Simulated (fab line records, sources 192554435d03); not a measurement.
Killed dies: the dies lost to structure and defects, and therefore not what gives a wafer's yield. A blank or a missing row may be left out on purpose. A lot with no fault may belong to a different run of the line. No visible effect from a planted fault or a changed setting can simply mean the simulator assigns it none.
Split-lot experiment	flow n5 finfet	route with 1938 steps; 7 lots, 21 wafers read

== SPLIT DETAILS ==
At N5_SD_EPI_P_PEB_07 (peb time 60 s), the setting peb time s was moved away from the recipe's 60 s on 9 of the 21 wafers read, by -17.4% to +19.8%. The other wafers ran this setting at the recipe's value.

== BETWEEN THE SPLIT AND THE READING: the file shows 1 step in between ==
- N5_SD_EPI_P_DEVELOP_08: develop time 30 s (also split here: develop time s)

== THE READING ==
At N5_SD_EPI_P_CD_MEAS_09: cd nm in nanometres, against a target cd of 240 nm. A value of 240.0 nm with a standard deviation of 0.74 nm is what fault-free wafers of this fab line usually give.

wafer	tool, chamber at the split	peb time s as run, s	against the recipe	cd nm, nm	against lot-mates on the recipe
L074.3	litho track-04, 0	60	recipe	241.0	-
L074.4	litho track-04, 0	51.04	-14.9%	234.3	-7.0
L074.6	litho track-04, 0	60	recipe	241.6	-
L077.1	litho track-02, 0	49.8	-17.0%	232.4	-8.2
L077.4	litho track-02, 0	60	recipe	240.4	-
L077.5	litho track-02, 0	60	recipe	240.8	-
L080.1	litho track-05, 0	49.54	-17.4%	233.6	-6.8
L080.4	litho track-05, 0	49.54	-17.4%	233.7	-6.7
L080.5	litho track-05, 0	60	recipe	240.4	-
L081.1	litho track-04, 0	69.24	+15.4%	246.2	no lot-mate on the recipe
L081.2	litho track-04, 0	69.24	+15.4%	245.0	no lot-mate on the recipe
L081.3	litho track-04, 0	69.24	+15.4%	244.7	no lot-mate on the recipe
L085.1	litho track-04, 0	71.88	+19.8%	246.7	+6.6
L085.4	litho track-04, 0	71.88	+19.8%	247.5	+7.4
L085.6	litho track-04, 0	60	recipe	240.1	-
L093.2	litho track-05, 0	60	recipe	239.3	-
L093.4	litho track-05, 0	60	recipe	239.4	-
L093.5	litho track-05, 0	60	recipe	239.5	-
L097.1	litho track-05, 0	60	recipe	240.2	-
L097.2	litho track-05, 0	60	recipe	238.8	-
L097.6	litho track-05, 0	60	recipe	241.4	-

THE FIT
A straight line over all 21 wafers: cd nm changes by +0.368 nm for each +1% of peb time s; r = +0.98; the points scatter about the line by 0.83 nm.
The same after taking each lot's own level away (the mean of its wafers on the recipe; 18 wafers): +0.394 nm for each +1%; r = +0.99; scatter 0.7 nm.
The reading moves by 7.8 nm for the largest change in peb time s, on that fit.
The span of the lots' own levels, 239.40 to 241.30 nm, comes to 2.6 times the standard deviation stated above.
So the lot-to-lot level changes the slope little: the two slopes agree.
Check: +8 nm against its lot-mates is what the line predicts for one of the wafers moved furthest among these (+19.8%) when that wafer is left out of the fit. It came out at +6.6 nm against them.

== ADDITIONAL SPLITS CARRIED BY THESE WAFERS ==
Note: prior to the reading, these wafers also went through further splits. Each is held against what the fit with the lots' levels taken away leaves over:
other split on the same wafers	wafers away from the commonest value	r with cd nm (lot level and that fit taken away)
N5_WELL_APT_COAT_02 spin rpm	8	+0.10
N5_WELL_APT_EXPOSE_22 dose mj	6	+0.31
N5_WELL_APT_PEB_23 peb temp c	8	-0.49
N5_FIN_SAQP_FIN_ETCH_36 icp w	3	-0.09
N5_DUMMY_GATE_COAT_28 spin rpm	4	+0.51
N5_SD_EPI_P_DEVELOP_08 develop time s	8	+0.28

== THE WHOLE CHAIN: every reading that the file lists as answering this split, in the file's order ==
step	what it does	reading	change (the file's fit)	r (the file's)
N5_SD_EPI_P_CD_MEAS_09	target cd 240 nm	cd nm	+0.415 nm for each +1% of the setting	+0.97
N5_SD_EPI_P_DESCUM_14	chemistry O2, time 7.9 s	SD_EPI_P.cd nm (the simulator's own value, which no gauge read)	+0.404 nm for each +1% of the setting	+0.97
N5_SD_EPI_P_ETCH_36	etches SiARC in CF4, target depth 45.5 nm, time 75.8 s	SD_EPI_P.cd nm (the simulator's own value, which no gauge read)	+0.405 nm for each +1% of the setting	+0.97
N5_SD_EPI_P_ETCH_37	etches SOC in N2/H2, overetch 108 nm, time 486 s	SD_EPI_P.cd nm (the simulator's own value, which no gauge read)	+0.42 nm for each +1% of the setting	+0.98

== THE FILE'S OWN FIT ==
cd nm changes by +0.415 nm for each +1% of peb time s, r = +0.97.
